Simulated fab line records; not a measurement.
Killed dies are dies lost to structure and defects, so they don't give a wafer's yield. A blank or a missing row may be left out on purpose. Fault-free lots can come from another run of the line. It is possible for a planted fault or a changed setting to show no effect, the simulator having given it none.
fab line records	flow n5_finfet
record lots=7	wafers=21	last_day=20
route steps=1938 shown BEOL_M9@1410
lots untouched by any fault: they come from a run of this same line in which no faults occurred
start_h: hours from the record's opening day to when the first of the lot's shown wafers began	wait_h: time in hours since the lot's previous step	" repeats the value in the row above	L1.1+2: several wafers, shown together as one row	- either no value or no given start	* or withheld: withheld	< > ~ a bound
route shown NAME@n: NAME is a module with steps in the file, n the number in the route of the first one	usual: mean/standard deviation of fault-free wafers	same: alike in all rows	chamber/n: place in a boat	sites: readings site by site	_std_site: standard deviation of those values	_edge_site: outer sites' mean less inner sites'	radius_mm: how far each site lies from the wafer's centre	mask NAME#n: copy n	behind: the last tool/chamber to shape the wafer	hold: the reason the lot was held/the length of the hold in hours/how it ended	device: the n, p or np transistor that did not switch	end of line: the tests these same wafers got at the end of their route	a step given without rows: its recipe and nothing more	killed: dies that structure and defects cost at the first sort, which is not the same as the wafer's yield	map: per-die view of a wafer (x killed, . not killed, _ where there is no die)
set.NAME: the setting the step ran with; set.NAME@STEP: the setting that earlier step ran with	model.NAME: the simulator's own value behind a step, which no gauge read
lots at selected steps of the route; one table per step, one row per wafer
services: when a tool's chamber went out of use (start_h, in hours from the record's first day, below 0 if earlier), for how many hours, and the reason
## steps
# step N5_BEOL_M9_SOFTBAKE_06
# recipe temp_c=110	time_s=60	resist=CAR-ArF
# step N5_BEOL_M9_EXPOSE_08
# recipe mask_id=M9	na=1.35	source_shape=dipole	sigma_inner=0.411	sigma_outer=0.611	polarization=te	dose_mj=53.75
# step N5_BEOL_M9_PEB_09
# recipe peb_temp_c=withheld	peb_time_s=60	resist=CAR-ArF
# step N5_BEOL_M9_DEVELOP_10
# recipe develop_time_s=30	developer=TMAH	resist=CAR-ArF	rinse_liquid=diw	dry=air_spin	dev_temp_c=23
# step N5_BEOL_M9_CD_MEAS_11
# recipe target_cd_nm=64.1	landing_energy_ev=500	detector=se_inlens	polarity=opening
# usual cd_nm=64.4/0.54
lot.wafer	tool	chamber	start_h	wait_h	cd_nm
L754.1	cd_sem-03	0	233.69	-	64.2
L754.3	"	0	"	"	64.5
L754.5	"	0	"	"	64.2
L765.1	cd_sem-02	0	335.95	-	64.3
L765.2	"	0	"	"	63.4
L765.5	"	0	"	"	64.8
L768.2	cd_sem-02	0	343.46	-	63.7
L768.4	"	0	"	"	63.8
L768.5	"	0	"	"	65.1
L766.1	cd_sem-03	0	345.42	-	64.4
L766.4	"	0	"	"	63.7
L766.6	"	0	"	"	64.1
L773.3	cd_sem-02	0	372.76	-	65.3
L773.4	"	0	"	"	64.9
L773.5	"	0	"	"	64.3
L775.1	cd_sem-03	0	375.18	-	64.8
L775.4	"	0	"	"	63.8
L775.5	"	0	"	"	64.0
L777.3	cd_sem-02	0	404.63	-	64.8
L777.5	"	0	"	"	64.0
L777.6	"	0	"	"	64.2
# step N5_BEOL_M9_OVL_MEAS_12
# recipe points_per_wafer=44
# usual M9_OVL=-0.7/0.62
lot.wafer	tool	chamber	start_h	wait_h	M9_OVL[nm]
L754.1	overlay-02	0	233.72	0.0	-1.2
L754.3	"	0	"	"	-0.5
L754.5	"	0	"	"	0.5
L765.1	overlay-01	0	335.98	0.0	-1.9
L765.2	"	0	"	"	-1.2
L765.5	"	0	"	"	-0.8
L768.2	overlay-02	0	343.49	0.0	0.0
L768.4	"	0	"	"	-0.8
L768.5	"	0	"	"	-1.5
L766.1	overlay-02	0	345.45	0.0	-0.1
L766.4	"	0	"	"	-0.1
L766.6	"	0	"	"	-0.1
L773.3	overlay-02	0	372.79	0.0	0.5
L773.4	"	0	"	"	0.1
L773.5	"	0	"	"	-0.2
L775.1	overlay-01	0	375.21	0.0	-0.2
L775.4	"	0	"	"	0.2
L775.5	"	0	"	"	0.3
L777.3	overlay-02	0	404.66	0.0	-0.6
L777.5	"	0	"	"	-0.7
L777.6	"	0	"	"	-1.0
# step N5_BEOL_M9_INSPECT_13
# recipe mode=adi	inspect_instrument=brightfield
# usual raw_defect_count=416/110
lot.wafer	tool	chamber	start_h	wait_h	raw_defect_count
L754.1	defect_inspect-02	-	233.74	0.0	581
L754.3	"	-	"	"	525
L754.5	"	-	"	"	580
L765.1	defect_inspect-02	-	336.18	0.2	395
L765.2	"	-	"	"	245
L765.5	"	-	"	"	351
L768.2	defect_inspect-02	-	343.52	0.0	458
L768.4	"	-	"	"	466
L768.5	"	-	"	"	406
L766.1	defect_inspect-01	-	345.47	0.0	381
L766.4	"	-	"	"	375
L766.6	"	-	"	"	371
L773.3	defect_inspect-02	-	372.81	0.0	359
L773.4	"	-	"	"	309
L773.5	"	-	"	"	322
L775.1	defect_inspect-01	-	375.23	0.0	322
L775.4	"	-	"	"	300
L775.5	"	-	"	"	296
L777.3	defect_inspect-01	-	404.68	0.0	420
L777.5	"	-	"	"	413
L777.6	"	-	"	"	276
# step N5_BEOL_M9_DESCUM_16
# recipe chemistry=O2	time_s=7.9	source_power_w=50	bias_power_w=20	pressure_mtorr=20	rf_frequency_hz=2.712e+07	temp_c=40	resist=CAR-ArF	o2_flow_sccm=225
# usual drypump_motor_current_A=5.6/0.48	oes_product_au=0.79/0.1	rf_vpp_V=243.2/1.4	showerhead_plenum_p_Torr=2.09/0.078	throttle_valve_pct=20.28/0.23
# same time_s=7.9
lot.wafer	tool	chamber	start_h	wait_h	drypump_motor_current_A	oes_product_au	rf_hours_counter_h	rf_vpp_V	showerhead_plenum_p_Torr	throttle_valve_pct
L754.1	rie_diel-02	3	233.78	0.0	6.0	0.72	205	243.2	1.99	20.44
L754.3	"	2	"	"	5.6	0.74	202	243.0	2.17	20.33
L754.5	"	0	"	"	5.0	0.68	-	245.0	2.15	20.27
L765.1	rie_diel-03	1	336.21	0.0	6.4	0.86	40	241.1	2.04	19.95
L765.2	"	3	"	"	5.2	0.78	100	244.0	2.10	20.20
L765.5	"	0	"	"	5.1	0.68	-	244.1	2.14	20.45
L768.2	rie_diel-02	1	343.55	0.0	6.4	0.73	175	241.4	2.00	20.61
L768.4	"	3	"	"	6.0	0.71	241	242.0	1.97	20.48
L768.5	"	0	"	"	5.0	0.92	-	244.3	2.14	19.80
L766.1	rie_diel-02	0	345.51	0.0	5.0	0.91	21	243.4	2.14	19.80
L766.4	"	2	"	"	5.6	0.69	238	243.5	2.16	20.37
L766.6	"	1	"	"	6.4	0.73	-	241.8	2.00	20.64
L773.3	rie_diel-03	3	372.85	0.0	5.2	0.77	114	242.9	2.09	20.22
L773.4	"	3	"	"	5.2	0.78	-	243.3	2.09	20.21
L773.5	"	2	"	"	5.6	0.91	-	243.8	2.12	19.95
L775.1	rie_diel-03	1	375.27	0.0	6.3	0.84	55	242.0	2.03	19.95
L775.4	"	3	"	"	5.2	0.76	115	242.6	2.09	20.19
L775.5	"	0	"	"	5.1	1.01	-	243.6	2.14	20.02
L777.3	rie_diel-05	2	404.72	0.0	5.6	0.89	46	245.8	2.24	20.41
L777.5	"	3	"	"	4.9	0.91	-	243.2	2.13	20.17
L777.6	"	0	"	"	5.6	0.86	-	242.3	2.06	20.51
# step N5_BEOL_M9_ETCH_61
# recipe chemistry=CF4	target=SiARC	target_depth_a=390	mask_material=CAR-ArF	time_s=65	ion_energy_ev=80	pressure_mtorr=40	source_w=545	bias_w=36	Ar_flow_sccm=100	cf4_flow_sccm=100	ends=cleared
# usual cf4_flow_sccm=100.0/0.34	drypump_motor_current_A=5.6/0.48	etch_rf_on_time_s=65.4/1.7	oes_product_au=0.67/0.086	rf_vpp_V=184.1/1.3	showerhead_plenum_p_Torr=2.15/0.067	throttle_valve_pct=15.50/0.26
lot.wafer	tool	chamber	start_h	wait_h	cf4_flow_sccm	drypump_motor_current_A	etch_rf_on_time_s	oes_product_au	rf_hours_counter_h	rf_vpp_V	showerhead_plenum_p_Torr	throttle_valve_pct
L754.1	rie_diel-02	3	233.81	0.0	99.6	6.0	67.1	0.61	205	182.3	2.06	15.79
L754.3	"	2	"	"	100.0	5.6	66.5	0.61	202	185.9	2.19	15.47
L754.5	"	0	"	"	99.9	5.0	65.5	0.59	-	183.1	2.20	15.50
L765.1	rie_diel-03	1	336.25	0.0	100.1	6.3	63.6	0.75	40	182.6	2.09	15.15
L765.2	"	3	"	"	99.9	5.2	65.7	0.66	100	185.4	2.17	15.49
L765.5	"	0	"	"	100.0	5.1	63.9	0.59	-	185.5	2.19	15.74
L768.2	rie_diel-02	1	343.58	0.0	101.3	6.4	66.1	0.62	175	182.0	2.06	15.87
L768.4	"	3	"	"	100.1	6.0	66.9	0.58	241	182.1	2.05	15.86
L768.5	"	0	"	"	100.3	5.0	64.1	0.79	-	182.0	2.19	15.01
L766.1	rie_diel-02	0	345.54	0.0	100.0	5.0	63.2	0.79	21	184.0	2.19	15.02
L766.4	"	2	"	"	99.8	5.6	68.7	0.58	238	186.0	2.18	15.53
L766.6	"	1	"	"	99.6	6.4	67.4	0.61	-	184.5	2.06	15.87
L773.3	rie_diel-03	3	372.88	0.0	100.6	5.2	65.3	0.65	114	185.0	2.16	15.51
L773.4	"	3	"	"	100.5	5.2	65.4	0.65	-	184.6	2.16	15.52
L773.5	"	2	"	"	99.9	5.6	66.1	0.75	-	184.4	2.16	15.15
L775.1	rie_diel-03	1	375.30	0.0	100.7	6.3	63.6	0.73	55	183.1	2.09	15.17
L775.4	"	3	"	"	99.7	5.1	65.7	0.65	115	184.0	2.16	15.51
L775.5	"	0	"	"	100.2	5.1	63.1	0.88	-	183.9	2.19	15.22
L777.3	rie_diel-05	2	404.75	0.0	100.6	5.6	62.6	0.77	46	185.7	2.27	15.40
L777.5	"	3	"	"	99.8	4.9	65.9	0.78	-	184.0	2.18	15.27
L777.6	"	0	"	"	100.2	5.5	64.3	0.73	-	182.4	2.08	15.52
# step N5_BEOL_M9_ETCH_62
# recipe chemistry=N2/H2	target=SOC	target_depth_a=1100	overetch_a=220	mask_material=SiARC	temp_c=40	time_s=165	ion_energy_ev=200	pressure_mtorr=30	source_w=840	bias_w=150	n2_flow_sccm=200	h2_flow_sccm=200
# usual drypump_motor_current_A=5.7/0.48	h2_flow_sccm=200.0/0.55	oes_product_au=0.67/0.078	rf_vpp_V=523.9/2.6	showerhead_plenum_p_Torr=2.54/0.097	throttle_valve_pct=17.63/0.2
# same time_s=165
lot.wafer	tool	chamber	start_h	wait_h	drypump_motor_current_A	h2_flow_sccm	oes_product_au	rf_hours_counter_h	rf_vpp_V	showerhead_plenum_p_Torr	throttle_valve_pct
L754.1	rie_diel-02	3	233.86	0.0	6.0	201.0	0.62	205	520.8	2.39	17.65
L754.3	"	2	"	"	5.6	199.8	0.62	202	526.4	2.63	17.76
L754.5	"	0	"	"	5.0	199.8	0.58	-	525.5	2.60	17.67
L765.1	rie_diel-03	1	336.30	0.0	6.4	200.0	0.74	40	521.1	2.47	17.29
L765.2	"	3	"	"	5.2	200.2	0.66	100	525.1	2.57	17.73
L765.5	"	0	"	"	5.1	200.6	0.58	-	524.7	2.60	17.80
L768.2	rie_diel-02	1	343.63	0.0	6.4	198.6	0.62	175	521.6	2.42	17.89
L768.4	"	3	"	"	6.0	200.4	0.59	241	519.1	2.38	17.73
L768.5	"	0	"	"	5.0	200.1	0.78	-	526.6	2.59	17.19
L766.1	rie_diel-02	0	345.59	0.0	5.0	199.3	0.77	21	525.3	2.59	17.20
L766.4	"	2	"	"	5.6	199.8	0.59	238	525.8	2.61	17.82
L766.6	"	1	"	"	6.4	200.7	0.62	-	521.1	2.42	17.88
L773.3	rie_diel-03	3	372.93	0.0	5.2	199.7	0.65	114	524.7	2.56	17.77
L773.4	"	3	"	"	5.2	200.0	0.65	-	523.9	2.56	17.76
L773.5	"	2	"	"	5.6	201.3	0.75	-	527.2	2.59	17.47
L775.1	rie_diel-03	1	375.35	0.0	6.3	199.8	0.73	55	521.2	2.46	17.33
L775.4	"	3	"	"	5.2	199.9	0.65	115	524.6	2.56	17.76
L775.5	"	0	"	"	5.1	200.4	0.86	-	526.7	2.59	17.31
L777.3	rie_diel-05	2	404.80	0.0	5.6	201.0	0.74	46	527.6	2.68	17.55
L777.5	"	3	"	"	4.9	200.0	0.78	-	525.1	2.57	17.34
L777.6	"	0	"	"	5.5	200.6	0.73	-	520.6	2.48	17.68
# step N5_BEOL_M9_STRIP_68
# recipe chemistry=N2/H2	temp_c=40	n2_flow_sccm=200	h2_flow_sccm=200	rf_frequency_hz=6e+07
# step N5_BEOL_M9_STRIP_67
# recipe chemistry=CF4	resist=SiARC	power_w=300	bias_power_w=75	pressure_mtorr=50	cf4_flow_sccm=150	rf_frequency_hz=6e+07
# usual cf4_flow_sccm=150.0/0.49	drypump_motor_current_A=5.6/0.48	oes_product_au=0.79/0.092	rf_vpp_V=271.2/1.6	showerhead_plenum_p_Torr=1.80/0.055	throttle_valve_pct=13.49/0.28
lot.wafer	tool	chamber	start_h	wait_h	cf4_flow_sccm	drypump_motor_current_A	oes_product_au	rf_hours_counter_h	rf_vpp_V	showerhead_plenum_p_Torr	throttle_valve_pct
L754.1	rie_diel-02	3	234.01	0.0	149.9	6.0	0.73	205	269.7	1.73	13.79
L754.3	"	2	"	"	149.6	5.6	0.73	202	272.5	1.84	13.53
L754.5	"	0	"	"	149.4	5.0	0.69	-	272.5	1.84	13.52
L765.1	rie_diel-03	1	336.44	0.0	150.5	6.4	0.87	40	271.1	1.75	13.08
L765.2	"	3	"	"	150.1	5.2	0.78	100	271.7	1.81	13.42
L765.5	"	0	"	"	149.8	5.1	0.69	-	272.3	1.84	13.77
L768.2	rie_diel-02	1	343.78	0.0	149.9	6.4	0.73	175	270.5	1.73	13.86
L768.4	"	3	"	"	149.5	6.0	0.70	241	268.4	1.72	13.86
L768.5	"	0	"	"	149.0	5.0	0.91	-	271.3	1.84	13.00
L766.1	rie_diel-02	0	345.74	0.0	150.5	5.0	0.91	21	270.5	1.84	13.01
L766.4	"	2	"	"	149.6	5.6	0.70	238	272.7	1.83	13.59
L766.6	"	1	"	"	150.2	6.5	0.73	-	269.7	1.73	13.86
L773.3	rie_diel-03	3	373.08	0.0	150.2	5.2	0.77	114	272.3	1.80	13.44
L773.4	"	3	"	"	150.5	5.2	0.77	-	270.7	1.80	13.44
L773.5	"	2	"	"	150.8	5.7	0.89	-	272.7	1.81	13.11
L775.1	rie_diel-03	1	375.50	0.0	149.9	6.3	0.84	55	270.0	1.75	13.13
L775.4	"	3	"	"	150.8	5.2	0.77	115	270.6	1.80	13.45
L775.5	"	0	"	"	149.7	5.1	1.01	-	271.3	1.84	13.20
L777.3	rie_diel-05	2	404.95	0.0	150.3	5.6	0.87	46	271.8	1.90	13.37
L777.5	"	3	"	"	150.1	5.0	0.92	-	272.6	1.82	13.22
L777.6	"	0	"	"	149.2	5.6	0.86	-	270.3	1.75	13.50
# step N5_BEOL_M9_HM_OPEN_17
# recipe chemistry=Cl2/BCl3	target_depth_a=200	overetch_a=60	target=TiN	mask_material=SOC	ion_energy_ev=150	pressure_mtorr=10	icp_w=1000	bias_w=126	Cl2_flow_sccm=53.25	bcl3_flow_sccm=21.75	Ar_flow_sccm=25
# usual bcl3_flow_sccm=21.76/0.066	bias_w=126.0/0.37	drypump_motor_current_A=5.8/0.61	oes_product_au=0.67/0.059	throttle_valve_pct=22.05/0.17
lot.wafer	tool	chamber	start_h	wait_h	bcl3_flow_sccm	bias_w	drypump_motor_current_A	oes_product_au	rf_hours_counter_h	throttle_valve_pct	model.SOC_of_BEOL_M9_COAT_59.thk_nm
L754.1	rie_metal-02	1	234.05	0.0	21.71	126.0	5.6	0.60	72	22.44	93.2
L754.3	"	0	"	"	21.69	126.1	6.6	0.79	-	21.92	92.4
L754.5	"	0	"	"	21.65	126.0	6.6	0.79	-	21.92	92.4
L765.1	rie_metal-01	1	336.48	0.0	-	-	-	-	-	-	100
L765.2	"	0	"	"	-	-	-	-	-	-	100
L765.5	"	0	"	"	-	-	-	-	-	-	99.6
L768.2	rie_metal-02	1	343.82	0.0	-	-	-	-	-	-	100.2
L768.4	"	1	"	"	-	-	-	-	-	-	100.2
L768.5	"	1	"	"	-	-	-	-	-	-	100.4
L766.1	rie_metal-02	0	345.78	0.0	-	-	-	-	-	-	100
L766.4	"	1	"	"	-	-	-	-	-	-	99.8
L766.6	"	0	"	"	-	-	-	-	-	-	100
L773.3	rie_metal-03	1	373.15	0.1	21.88	125.1	6.7	0.68	-	22.00	92.8
L773.4	"	0	"	"	21.81	124.8	5.7	0.73	-	21.88	92.8
L773.5	"	1	"	"	21.88	125.5	6.7	0.67	-	22.00	92.6
L775.1	rie_metal-01	0	375.54	0.0	21.65	125.9	5.5	0.62	53	22.15	92.4
L775.4	"	0	"	"	21.67	125.7	5.5	0.63	-	22.13	92.6
L775.5	"	0	"	"	21.66	126.1	5.5	0.62	-	22.14	92.8
L777.3	rie_metal-01	0	405.02	0.1	21.77	125.8	5.6	0.63	-	22.14	92.2
L777.5	"	1	"	"	21.75	126.2	5.0	0.63	-	22.02	92.4
L777.6	"	0	"	"	21.76	125.7	5.6	0.63	-	22.13	92.4
# step N5_BEOL_M9_STRIP_19
# recipe chemistry=O2	power_w=400	temp_c=40	pressure_mtorr=30	rf_frequency_hz=6e+07	bias_power_w=0	overash_fraction=0.2	o2_flow_sccm=225
# usual drypump_motor_current_A=5.6/0.48	oes_product_au=0.82/0.1	rf_vpp_V=3.6/0.54	showerhead_plenum_p_Torr=2.11/0.083	throttle_valve_pct=16.53/0.23
lot.wafer	tool	chamber	start_h	wait_h	drypump_motor_current_A	oes_product_au	rf_hours_counter_h	rf_vpp_V	showerhead_plenum_p_Torr	throttle_valve_pct
L754.1	rie_diel-02	3	234.28	0.2	6.0	0.72	205	4.1	1.99	16.72
L754.3	"	0	"	"	5.0	0.67	250	4.2	2.16	16.56
L754.5	"	2	"	"	5.5	0.74	-	4.2	2.18	16.61
L765.1	rie_diel-05	1	336.71	0.2	5.4	0.80	97	3.9	2.19	16.44
L765.2	"	0	"	"	5.6	0.90	38	3.7	2.07	16.68
L765.5	"	2	"	"	5.6	0.93	-	4.1	2.25	16.54
L768.2	rie_diel-02	2	343.93	0.1	5.6	0.69	238	4.5	2.17	16.69
L768.4	"	0	"	"	5.0	0.91	21	3.5	2.15	16.07
L768.5	"	0	"	"	5.0	0.92	-	3.1	2.15	16.05
L766.1	rie_diel-05	3	345.89	0.1	5.0	0.95	11	4.9	2.14	16.33
L766.4	"	2	"	"	5.6	0.93	28	3.1	2.25	16.54
L766.6	"	1	"	"	5.4	0.81	-	3.0	2.19	16.41
L773.3	rie_diel-05	2	373.23	0.1	5.6	0.89	35	4.3	2.25	16.55
L773.4	"	0	"	"	5.6	0.88	45	2.6	2.06	16.70
L773.5	"	2	"	"	5.5	0.90	-	3.6	2.25	16.55
L775.1	rie_diel-05	1	375.68	0.1	5.4	0.80	107	3.5	2.19	16.46
L775.4	"	2	"	"	5.6	0.91	36	3.7	2.25	16.55
L775.5	"	3	"	"	5.0	0.94	-	3.3	2.14	16.37
L777.3	rie_diel-02	0	405.10	0.1	5.0	0.89	34	3.9	2.14	16.09
L777.5	"	0	"	"	5.0	0.89	-	4.1	2.14	16.09
L777.6	"	1	"	"	6.5	0.70	-	3.0	2.00	16.91
# step N5_BEOL_M9_CD_MEAS_18
# recipe pitch_nm=140	target_cd_nm=70
# usual cd_nm=70.3/0.59
lot.wafer	tool	chamber	start_h	wait_h	cd_nm
L754.1	cd_sem-03	-	234.35	0.0	70.9
L754.3	"	-	"	"	71.1
L754.5	"	-	"	"	70.1
L765.1	cd_sem-02	-	336.78	0.0	-
L765.2	"	-	"	"	-
L765.5	"	-	"	"	-
L768.2	cd_sem-02	-	344.00	0.1	-
L768.4	"	-	"	"	-
L768.5	"	-	"	"	-
L766.1	cd_sem-02	-	345.96	0.0	-
L766.4	"	-	"	"	-
L766.6	"	-	"	"	-
L773.3	cd_sem-02	-	373.30	0.1	70.7
L773.4	"	-	"	"	70.2
L773.5	"	-	"	"	70.6
L775.1	cd_sem-01	-	375.75	0.0	70.7
L775.4	"	-	"	"	69.4
L775.5	"	-	"	"	69.9
L777.3	cd_sem-01	-	405.17	0.1	70.5
L777.5	"	-	"	"	69.2
L777.6	"	-	"	"	70.0
# step N5_BEOL_M9_COAT_63
# recipe resist=SOC	temp_c=250	time_s=60	spin_rpm=1500	resist_thk_nm=60
## services
tool	chamber	start_h	hours	kind
rie_metal-03	-	221.17	2.8	pm
rie_diel-02	1	229.90	7.5	repair
rie_diel-02	0	237.40	-	clean
rie_diel-02	0	237.40	-	consumable_replace:focus_ring
rie_diel-02	0	237.40	18.5	scheduled_down
rie_diel-02	0	237.40	18.5	vent_cycle
rie_diel-03	-	240.30	14.6	pm
rie_metal-02	-	259.01	1.1	repair
rie_metal-02	1	266.96	4.9	repair
rie_diel-05	1	270.40	3.0	repair
rie_metal-03	1	272.82	4.8	repair
rie_diel-02	0	274.42	7.1	repair
rie_metal-02	0	284.47	3.0	repair
rie_metal-02	1	307.00	6.2	repair
rie_diel-05	1	330.57	3.3	repair
rie_diel-03	2	333.39	19.1	repair
rie_diel-05	-	333.75	0.4	repair
rie_diel-02	0	350.54	31.6	repair
rie_metal-03	1	351.35	12.2	repair
rie_diel-02	3	382.39	-	clean
rie_diel-02	3	382.39	-	consumable_replace:focus_ring
rie_diel-05	-	385.81	4.3	pm
rie_diel-03	-	388.37	4.3	pm
rie_diel-05	3	390.15	6.0	repair
## key
first_sign step=N5_BEOL_M9_HM_OPEN_17	reading=tool_record	direction=missing
effect step=N5_BEOL_M9_CD_MEAS_18	reading=cd_nm	direction=missing
model_effect step=N5_BEOL_M9_HM_OPEN_17	value=SOC_of_BEOL_M9_COAT_59.thk_nm	without=92.27	struck=100
met_at N5_BEOL_M9_HM_OPEN_17
struck_wafers L765.1,L765.2,L765.5,L766.1,L766.4,L766.6,L768.2,L768.4,L768.5
later_rows_left_out L765.1,L765.2,L765.5,L766.1,L766.4,L766.6,L768.2,L768.4,L768.5
sort_left_out L765.1,L765.2,L765.5,L766.1,L766.4,L766.6,L768.2,L768.4,L768.5
onset_between 234.05 336.48
fault kind=skipped_step_whole	tool=rie_metal-01,rie_metal-02	chamber=-	onset_h=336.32	steps=N5_BEOL_M9_HM_OPEN_17	scope=struck_lots_only
# sort_left_out: the simulated sort isn't trusted on such a fault, so these wafers' sort isn't shown, and their yield isn't known
# later_rows_left_out: the simulator's readings of these wafers behind a module that went badly wrong aren't trusted and aren't shown, but for the sort
